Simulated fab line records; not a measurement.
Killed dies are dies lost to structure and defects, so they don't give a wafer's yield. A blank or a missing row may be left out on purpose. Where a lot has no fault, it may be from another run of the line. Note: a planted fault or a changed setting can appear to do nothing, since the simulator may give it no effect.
Which tool is to blame? + flow n5_finfet + 24 lots, 72 wafers sampled, at 6 steps of a route of 1938

== WHAT THE GAUGES SHOWED, per wafer ==
N5_BEOL_M2_OVL_MEAS_12. Usual: M2_OVL typically reads 0.5 nm, with standard deviation 0.77.
| lot  | measured     | on         | M2_OVL (nm)    | flag |
|------|--------------|------------|----------------|------|
| L074 | day 6 10:42  | overlay-01 | 0.1 0.3 -0.9   |      |
| L075 | day 6 21:04  | overlay-01 | -0.2 -0.4 0.5  |      |
| L076 | day 7 02:37  | overlay-02 | -0.4 -0.4 -0.2 |      |
| L077 | day 7 04:20  | overlay-02 | -1.9 -0.8 0.0  |      |
| L078 | day 7 08:56  | overlay-01 | 1.1 0.9 0.2    |      |
| L079 | day 7 13:40  | overlay-02 | -0.5 0.4 0.1   |      |
| L080 | day 7 21:02  | overlay-01 | 1.1 0.5 0.9    |      |
| L081 | day 8 08:45  | overlay-02 | -0.9 -0.5 -0.1 |      |
| L082 | day 8 14:36  | overlay-02 | 0.4 0.3 0.3    |      |
| L083 | day 8 19:58  | overlay-02 | 0.6 1.7 0.1    |      |
| L084 | day 9 06:30  | overlay-01 | 0.3 0.5 -0.1   |      |
| L085 | day 9 08:58  | overlay-01 | 0.3 1.4 1.3    |      |
| L086 | day 9 18:53  | overlay-02 | 0.9 0.3 0.5    |      |
| L088 | day 9 19:56  | overlay-01 | 0.7 0.7 0.3    |      |
| L087 | day 9 23:17  | overlay-01 | 0.1 -0.2 -0.1  |      |
| L089 | day 10 05:58 | overlay-02 | 0.5 0.6 0.4    |      |
| L090 | day 10 08:35 | overlay-02 | 1.6 1.5 1.3    |      |
| L091 | day 10 17:22 | overlay-02 | 0.5 0.5 0.8    |      |
| L092 | day 11 00:33 | overlay-02 | 0.7 1.6 0.8    |      |
| L093 | day 11 10:50 | overlay-02 | 0.8 1.5 1.2    |      |
| L094 | day 11 10:58 | overlay-02 | 0.6 0.4 -0.1   |      |
| L095 | day 12 02:22 | overlay-02 | 0.5 0.4 -0.1   |      |
| L096 | day 12 09:37 | overlay-01 | 0.4 0.6 0.3    |      |
| L097 | day 12 15:55 | overlay-01 | 1.2 0.9 0.1    |      |

N5_BEOL_M2_CD_MEAS_18: pitch 36 nm, target cd 18 nm. Usual: cd_nm 17.9 nm, standard deviation 0.38.
| lot  | measured     | on        | cd_nm (nm)     | flag |
|------|--------------|-----------|----------------|------|
| L074 | day 6 11:16  | cd_sem-02 | 18.0 18.1 17.7 |      |
| L075 | day 6 21:35  | cd_sem-01 | 17.9 17.7 18.0 |      |
| L076 | day 7 03:09  | cd_sem-03 | 17.7 18.3 18.1 |      |
| L077 | day 7 04:58  | cd_sem-03 | 17.7 18.2 18.3 |      |
| L078 | day 7 09:28  | cd_sem-03 | 17.7 17.7 18.1 |      |
| L079 | day 7 14:11  | cd_sem-03 | 17.4 17.7 17.8 |      |
| L080 | day 7 21:37  | cd_sem-01 | 17.4 17.3 17.6 |      |
| L081 | day 8 09:31  | cd_sem-03 | 18.6 17.9 18.1 |      |
| L082 | day 8 15:28  | cd_sem-02 | 18.7 17.6 18.6 |      |
| L083 | day 8 20:31  | cd_sem-03 | 18.1 17.6 18.2 |      |
| L084 | day 9 07:03  | cd_sem-03 | 18.3 17.8 18.3 |      |
| L085 | day 9 09:33  | cd_sem-01 | 17.1 17.7 17.7 |      |
| L086 | day 9 19:27  | cd_sem-01 | 17.9 17.2 18.2 |      |
| L088 | day 9 20:49  | cd_sem-01 | 18.2 17.9 18.0 |      |
| L087 | day 9 23:58  | cd_sem-01 | 18.1 18.3 17.4 |      |
| L089 | day 10 06:34 | cd_sem-03 | 17.6 17.3 17.9 |      |
| L090 | day 10 09:07 | cd_sem-01 | 17.8 18.2 17.8 |      |
| L091 | day 10 18:04 | cd_sem-02 | 17.3 17.9 18.0 |      |
| L092 | day 11 01:05 | cd_sem-02 | 18.0 18.0 17.8 |      |
| L093 | day 11 12:08 | cd_sem-02 | 18.3 18.2 18.1 |      |
| L094 | day 11 12:27 | cd_sem-03 | 17.6 17.4 18.5 |      |
| L095 | day 12 02:55 | cd_sem-01 | 18.6 18.3 18.3 |      |
| L096 | day 12 10:14 | cd_sem-01 | 17.4 17.8 17.8 |      |
| L097 | day 12 16:36 | cd_sem-02 | 17.8 18.2 17.4 |      |

== TOOL THAT RAN EACH LOT (tool first, then ch and the chambers of the sampled wafers, then the start) ==
| lot  | N5_BEOL_M1_ANNEAL_82         | N5_BEOL_M1_PRE_CLEAN_60          | N5_BEOL_M2_ETCH_74                 | N5_BEOL_M2_ETCH_63                 |
|------|------------------------------|----------------------------------|------------------------------------|------------------------------------|
| L074 | pvd_sputter-03, day 6 06:20  | cvd_co-02 ch 0,2, day 6 08:25    | rie_diel-05 ch 0,1,2, day 6 10:52  | rie_diel-05 ch 0,1,2, day 6 10:53  |
| L075 | pvd_sputter-03, day 6 16:50  | cvd_co-02 ch 0,2, day 6 18:55    | rie_diel-05 ch 1,2, day 6 21:11    | rie_diel-05 ch 1,2, day 6 21:13    |
| L076 | pvd_sputter-02, day 6 21:47  | cvd_co-01 ch 0,1, day 6 23:55    | rie_diel-06 ch 0,1,3, day 7 02:44  | rie_diel-06 ch 0,1,3, day 7 02:46  |
| L077 | pvd_sputter-01, day 7 00:25  | cvd_co-02 ch 0,2, day 7 02:29    | rie_diel-05 ch 1,3, day 7 04:34    | rie_diel-05 ch 1,3, day 7 04:35    |
| L078 | pvd_sputter-03, day 7 05:06  | cvd_co-02 ch 0,2, day 7 07:10    | rie_diel-04 ch 0,1,2, day 7 09:03  | rie_diel-04 ch 0,1,2, day 7 09:04  |
| L079 | pvd_sputter-03, day 7 10:04  | cvd_co-02 ch 0,2, day 7 12:09    | rie_diel-05 ch 1,2,3, day 7 13:47  | rie_diel-05 ch 1,2,3, day 7 13:48  |
| L080 | pvd_sputter-01, day 7 17:26  | cvd_co-01 ch 0,2, day 7 19:31    | rie_diel-04 ch 1,2, day 7 21:10    | rie_diel-04 ch 1,2, day 7 21:11    |
| L081 | pvd_sputter-01, day 8 04:58  | cvd_co-02 ch 0,1, day 8 07:01    | rie_diel-06 ch 1,2, day 8 09:05    | rie_diel-06 ch 1,2, day 8 09:07    |
| L082 | pvd_sputter-02, day 8 08:14  | cvd_co-01 ch 0,1, day 8 10:32    | rie_diel-04 ch 0,3, day 8 14:53    | rie_diel-04 ch 0,3, day 8 14:55    |
| L083 | pvd_sputter-03, day 8 16:19  | cvd_co-02 ch 0,1,2, day 8 18:23  | rie_diel-04 ch 0,1,2, day 8 20:07  | rie_diel-04 ch 0,1,2, day 8 20:08  |
| L084 | pvd_sputter-02, day 9 03:21  | cvd_co-02 ch 1,2, day 9 05:25    | rie_diel-05 ch 1,2,3, day 9 06:38  | rie_diel-05 ch 1,2,3, day 9 06:40  |
| L085 | pvd_sputter-01, day 9 04:12  | cvd_co-01 ch 0,1,2, day 9 06:33  | rie_diel-04 ch 0,1,2, day 9 09:09  | rie_diel-04 ch 0,1,2, day 9 09:10  |
| L086 | pvd_sputter-03, day 9 13:37  | cvd_co-01 ch 1,2, day 9 15:44    | rie_diel-06 ch 1,2,3, day 9 19:01  | rie_diel-06 ch 1,2,3, day 9 19:02  |
| L088 | pvd_sputter-02, day 9 16:10  | cvd_co-02 ch 0,2, day 9 18:29    | rie_diel-05 ch 0,3, day 9 20:19    | rie_diel-05 ch 0,3, day 9 20:20    |
| L087 | pvd_sputter-03, day 9 17:56  | cvd_co-02 ch 0,1,2, day 9 20:02  | rie_diel-04 ch 0,1,3, day 9 23:28  | rie_diel-04 ch 0,1,3, day 9 23:29  |
| L089 | pvd_sputter-02, day 10 02:13 | cvd_co-02 ch 1,2, day 10 04:17   | rie_diel-04 ch 0,1, day 10 06:09   | rie_diel-04 ch 0,1, day 10 06:10   |
| L090 | pvd_sputter-03, day 10 05:07 | cvd_co-02 ch 1,2, day 10 07:11   | rie_diel-05 ch 1,2,3, day 10 08:43 | rie_diel-05 ch 1,2,3, day 10 08:43 |
| L091 | pvd_sputter-01, day 10 13:17 | cvd_co-01 ch 0,1,2, day 10 15:21 | rie_diel-06 ch 2,3, day 10 17:37   | rie_diel-06 ch 2,3, day 10 17:38   |
| L092 | pvd_sputter-02, day 10 19:04 | cvd_co-02 ch 0,1,2, day 10 21:17 | rie_diel-06 ch 1,2,3, day 11 00:41 | rie_diel-06 ch 1,2,3, day 11 00:41 |
| L093 | pvd_sputter-01, day 11 07:53 | cvd_co-01 ch 0,1,2, day 11 09:58 | rie_diel-05 ch 0,1,3, day 11 11:38 | rie_diel-05 ch 0,1,3, day 11 11:39 |
| L094 | pvd_sputter-03, day 11 08:01 | cvd_co-02 ch 0,1, day 11 10:05   | rie_diel-04 ch 0,2,3, day 11 11:59 | rie_diel-04 ch 0,2,3, day 11 12:01 |
| L095 | pvd_sputter-02, day 11 21:22 | cvd_co-01 ch 0,2, day 11 23:35   | rie_diel-06 ch 0,2,3, day 12 02:31 | rie_diel-06 ch 0,2,3, day 12 02:32 |
| L096 | pvd_sputter-01, day 12 04:52 | cvd_co-01 ch 0,1,2, day 12 07:13 | rie_diel-05 ch 1,2, day 12 09:47   | rie_diel-05 ch 1,2, day 12 09:49   |
| L097 | pvd_sputter-03, day 12 07:51 | cvd_co-01 ch 0,2, day 12 12:45   | rie_diel-06 ch 0,3, day 12 16:12   | rie_diel-06 ch 0,3, day 12 16:13   |
- N5_BEOL_M1_ANNEAL_82: time 240 s.
- N5_BEOL_M1_PRE_CLEAN_60: time 15 s.
- N5_BEOL_M2_ETCH_74: etches underlayer in N2/H2, target depth 6.5 nm, time 5.2 s.
- N5_BEOL_M2_ETCH_63: etches SiARC in CF4, target depth 15.6 nm, time 26 s.

== WHAT THE TOOLS THEMSELVES READ (means of the sampled wafers that have a number; where no wafer has one, the mark that the record gives instead) ==
N5_BEOL_M1_ANNEAL_82. Usual: heater_power_w 827 W, standard deviation 73.
| lot  | tool           | heater_power_w (W) | flag |
|------|----------------|--------------------|------|
| L074 | pvd_sputter-03 | 794                |      |
| L075 | pvd_sputter-03 | 810                |      |
| L076 | pvd_sputter-02 | 884                |      |
| L077 | pvd_sputter-01 | 841                |      |
| L078 | pvd_sputter-03 | 797                |      |
| L079 | pvd_sputter-03 | 823                |      |
| L080 | pvd_sputter-01 | 801                |      |
| L081 | pvd_sputter-01 | 799                |      |
| L082 | pvd_sputter-02 | 829                |      |
| L083 | pvd_sputter-03 | 816                |      |
| L084 | pvd_sputter-02 | 847                |      |
| L085 | pvd_sputter-01 | 877                |      |
| L086 | pvd_sputter-03 | 812                |      |
| L088 | pvd_sputter-02 | 883                |      |
| L087 | pvd_sputter-03 | 799                |      |
| L089 | pvd_sputter-02 | 734                |      |
| L090 | pvd_sputter-03 | 786                |      |
| L091 | pvd_sputter-01 | 840                |      |
| L092 | pvd_sputter-02 | 880                |      |
| L093 | pvd_sputter-01 | 850                |      |
| L094 | pvd_sputter-03 | 803                |      |
| L095 | pvd_sputter-02 | 846                |      |
| L096 | pvd_sputter-01 | 890                |      |
| L097 | pvd_sputter-03 | 799                |      |

N5_BEOL_M1_PRE_CLEAN_60. Usual: heater_power_w 88 W, standard deviation 15.
| lot  | tool      | heater_power_w (W) | flag |
|------|-----------|--------------------|------|
| L074 | cvd_co-02 | 89                 |      |
| L075 | cvd_co-02 | 80                 |      |
| L076 | cvd_co-01 | 80                 |      |
| L077 | cvd_co-02 | 83                 |      |
| L078 | cvd_co-02 | 81                 |      |
| L079 | cvd_co-02 | 88                 |      |
| L080 | cvd_co-01 | 70                 |      |
| L081 | cvd_co-02 | 93                 |      |
| L082 | cvd_co-01 | 80                 |      |
| L083 | cvd_co-02 | 91                 |      |
| L084 | cvd_co-02 | 98                 |      |
| L085 | cvd_co-01 | 88                 |      |
| L086 | cvd_co-01 | 95                 |      |
| L088 | cvd_co-02 | 90                 |      |
| L087 | cvd_co-02 | 91                 |      |
| L089 | cvd_co-02 | 99                 |      |
| L090 | cvd_co-02 | 97                 |      |
| L091 | cvd_co-01 | 88                 |      |
| L092 | cvd_co-02 | 94                 |      |
| L093 | cvd_co-01 | 89                 |      |
| L094 | cvd_co-02 | 85                 |      |
| L095 | cvd_co-01 | 80                 |      |
| L096 | cvd_co-01 | 88                 |      |
| L097 | cvd_co-01 | 79                 |      |

N5_BEOL_M2_ETCH_74. Usual: bias_w 150.0 W, standard deviation 0.47; drypump_motor_current_A 5.7 A, standard deviation 0.45; etch_rf_on_time_s 5.18 s, standard deviation 0.18; n2_flow_sccm 200.0 sccm, standard deviation 0.59; oes_product_au 0.68 a.u., standard deviation 0.088; rf_vpp_V 525.0 V, standard deviation 2.2; showerhead_plenum_p_Torr 2.59 Torr, standard deviation 0.078; throttle_valve_pct 17.84 %, standard deviation 0.24.
| lot  | tool        | bias_w (W) | drypump_motor_current_A (A) | etch_rf_on_time_s (s) | n2_flow_sccm (sccm) | oes_product_au (a.u.) | rf_vpp_V (V) | showerhead_plenum_p_Torr (Torr) | throttle_valve_pct (%) | flag |
|------|-------------|------------|-----------------------------|-----------------------|---------------------|-----------------------|--------------|---------------------------------|------------------------|------|
| L074 | rie_diel-05 | 150.2      | 5.9                         | 5.10                  | 199.3               | 0.66                  | 526.4        | 2.65                            | 17.85                  |      |
| L075 | rie_diel-05 | 150.0      | 5.6                         | 5.16                  | 199.7               | 0.64                  | 525.5        | 2.64                            | 18.02                  |      |
| L076 | rie_diel-06 | 149.6      | 5.9                         | 5.30                  | 200.6               | 0.63                  | 524.0        | 2.53                            | 17.83                  |      |
| L077 | rie_diel-05 | 149.9      | 5.5                         | 5.22                  | 200.5               | 0.75                  | 528.2        | 2.70                            | 17.93                  |      |
| L078 | rie_diel-04 | 150.1      | 5.3                         | 5.18                  | 200.0               | 0.67                  | 525.6        | 2.58                            | 18.03                  |      |
| L079 | rie_diel-05 | 150.1      | 5.7                         | 5.20                  | 199.4               | 0.71                  | 526.9        | 2.68                            | 17.91                  |      |
| L080 | rie_diel-04 | 150.4      | 4.9                         | 5.36                  | 199.3               | 0.58                  | 526.1        | 2.61                            | 18.26                  |      |
| L081 | rie_diel-06 | 149.6      | 6.1                         | 5.21                  | 199.8               | 0.63                  | 525.9        | 2.62                            | 17.71                  |      |
| L082 | rie_diel-04 | 149.7      | 5.8                         | 5.06                  | 199.9               | 0.81                  | 523.1        | 2.50                            | 17.60                  |      |
| L083 | rie_diel-04 | 150.0      | 5.3                         | 5.20                  | 200.0               | 0.65                  | 524.4        | 2.57                            | 18.08                  |      |
| L084 | rie_diel-05 | 149.6      | 5.7                         | 5.07                  | 200.7               | 0.79                  | 526.7        | 2.67                            | 17.76                  |      |
| L085 | rie_diel-04 | 150.1      | 5.3                         | 5.16                  | 200.3               | 0.65                  | 524.9        | 2.57                            | 18.06                  |      |
| L086 | rie_diel-06 | 149.6      | 6.0                         | 5.19                  | 200.0               | 0.61                  | 524.0        | 2.56                            | 17.85                  |      |
| L088 | rie_diel-05 | 149.8      | 5.9                         | 5.16                  | 200.0               | 0.67                  | 526.8        | 2.66                            | 17.76                  |      |
| L087 | rie_diel-04 | 149.6      | 5.5                         | 5.13                  | 199.6               | 0.72                  | 522.9        | 2.53                            | 17.78                  |      |
| L089 | rie_diel-04 | 149.7      | 5.6                         | 5.10                  | 200.0               | 0.71                  | 523.3        | 2.54                            | 17.89                  |      |
| L090 | rie_diel-05 | 150.4      | 5.7                         | 5.09                  | 200.0               | 0.76                  | 526.5        | 2.67                            | 17.78                  |      |
| L091 | rie_diel-06 | 149.9      | 6.0                         | 5.03                  | 200.2               | 0.63                  | 524.5        | 2.62                            | 17.85                  |      |
| L092 | rie_diel-06 | 149.8      | 6.0                         | 5.23                  | 200.0               | 0.61                  | 524.4        | 2.56                            | 17.89                  |      |
| L093 | rie_diel-05 | 150.1      | 5.6                         | 5.12                  | 199.7               | 0.73                  | 525.8        | 2.65                            | 17.76                  |      |
| L094 | rie_diel-04 | 149.9      | 5.4                         | 5.22                  | 199.8               | 0.76                  | 523.1        | 2.52                            | 17.70                  |      |
| L095 | rie_diel-06 | 149.6      | 5.9                         | 5.12                  | 200.1               | 0.62                  | 524.8        | 2.57                            | 17.86                  |      |
| L096 | rie_diel-05 | 150.1      | 5.9                         | 5.06                  | 200.2               | 0.72                  | 526.5        | 2.64                            | 17.79                  |      |
| L097 | rie_diel-06 | 150.3      | 5.7                         | 5.25                  | 199.8               | 0.61                  | 523.4        | 2.53                            | 17.88                  |      |

N5_BEOL_M2_ETCH_63. Usual: bias_w 36.01 W (standard deviation 0.1); drypump_motor_current_A 5.7 A (standard deviation 0.45); etch_rf_on_time_s 25.8 s (standard deviation 1); oes_product_au 0.68 a.u. (standard deviation 0.091); rf_vpp_V 184.5 V (standard deviation 0.99); showerhead_plenum_p_Torr 2.18 Torr (standard deviation 0.058); throttle_valve_pct 15.58 % (standard deviation 0.27).
| lot  | tool        | bias_w (W) | drypump_motor_current_A (A) | etch_rf_on_time_s (s) | oes_product_au (a.u.) | rf_vpp_V (V) | showerhead_plenum_p_Torr (Torr) | throttle_valve_pct (%) | flag |
|------|-------------|------------|-----------------------------|-----------------------|-----------------------|--------------|---------------------------------|------------------------|------|
| L074 | rie_diel-05 | 36.08      | 5.9                         | 25.6                  | 0.67                  | 184.8        | 2.24                            | 15.66                  |      |
| L075 | rie_diel-05 | 36.01      | 5.6                         | 25.6                  | 0.65                  | 184.5        | 2.23                            | 15.80                  |      |
| L076 | rie_diel-06 | 36.02      | 5.9                         | 26.7                  | 0.63                  | 184.6        | 2.15                            | 15.66                  |      |
| L077 | rie_diel-05 | 36.09      | 5.5                         | 25.4                  | 0.76                  | 186.0        | 2.25                            | 15.52                  |      |
| L078 | rie_diel-04 | 35.97      | 5.3                         | 25.7                  | 0.69                  | 183.8        | 2.17                            | 15.72                  |      |
| L079 | rie_diel-05 | 35.98      | 5.7                         | 25.3                  | 0.72                  | 185.4        | 2.25                            | 15.61                  |      |
| L080 | rie_diel-04 | 36.14      | 4.9                         | 26.7                  | 0.58                  | 184.7        | 2.20                            | 15.98                  |      |
| L081 | rie_diel-06 | 36.00      | 6.0                         | 25.8                  | 0.64                  | 184.3        | 2.18                            | 15.39                  |      |
| L082 | rie_diel-04 | 36.07      | 5.7                         | 25.5                  | 0.80                  | 183.7        | 2.10                            | 15.26                  |      |
| L083 | rie_diel-04 | 35.94      | 5.3                         | 25.6                  | 0.66                  | 185.2        | 2.16                            | 15.75                  |      |
| L084 | rie_diel-05 | 35.99      | 5.7                         | 24.9                  | 0.79                  | 185.1        | 2.24                            | 15.45                  |      |
| L085 | rie_diel-04 | 35.98      | 5.3                         | 25.8                  | 0.66                  | 184.7        | 2.16                            | 15.75                  |      |
| L086 | rie_diel-06 | 35.92      | 6.0                         | 26.1                  | 0.62                  | 183.4        | 2.16                            | 15.63                  |      |
| L088 | rie_diel-05 | 36.04      | 5.9                         | 25.4                  | 0.68                  | 185.3        | 2.24                            | 15.51                  |      |
| L087 | rie_diel-04 | 36.05      | 5.5                         | 25.4                  | 0.72                  | 183.6        | 2.13                            | 15.54                  |      |
| L089 | rie_diel-04 | 36.07      | 5.6                         | 25.1                  | 0.72                  | 183.2        | 2.12                            | 15.53                  |      |
| L090 | rie_diel-05 | 36.03      | 5.7                         | 25.2                  | 0.77                  | 185.6        | 2.24                            | 15.46                  |      |
| L091 | rie_diel-06 | 36.07      | 6.0                         | 25.1                  | 0.63                  | 184.8        | 2.19                            | 15.47                  |      |
| L092 | rie_diel-06 | 36.03      | 6.0                         | 25.9                  | 0.61                  | 183.9        | 2.15                            | 15.64                  |      |
| L093 | rie_diel-05 | 36.05      | 5.6                         | 25.5                  | 0.73                  | 185.7        | 2.22                            | 15.48                  |      |
| L094 | rie_diel-04 | 35.92      | 5.4                         | 26.0                  | 0.77                  | 184.3        | 2.12                            | 15.38                  |      |
| L095 | rie_diel-06 | 36.00      | 5.9                         | 25.9                  | 0.63                  | 184.4        | 2.16                            | 15.59                  |      |
| L096 | rie_diel-05 | 35.93      | 5.9                         | 25.0                  | 0.72                  | 184.7        | 2.23                            | 15.58                  |      |
| L097 | rie_diel-06 | 36.17      | 5.7                         | 26.9                  | 0.61                  | 183.5        | 2.14                            | 15.67                  |      |

== THE ANSWER, worked out from the rows above alone ==
Rule: a lot is off if the mean of its wafers that have a number lies more than 3 standard deviations from the usual mean. A lot without any number at a reading at which 4 lots or more have one is off too. Where the step has rows for the other lots, those lots are counted as sound. First the gauges in route order, then the tools' own readings, where a lot's mean is used as printed above. At the first step where some lot is off, the reading lying furthest off is the one used; lots without a number count as furthest.
Across all readings shown, no lot is off: no conclusion can be drawn from this.

== WHAT THE SIMULATOR PUT IN ==
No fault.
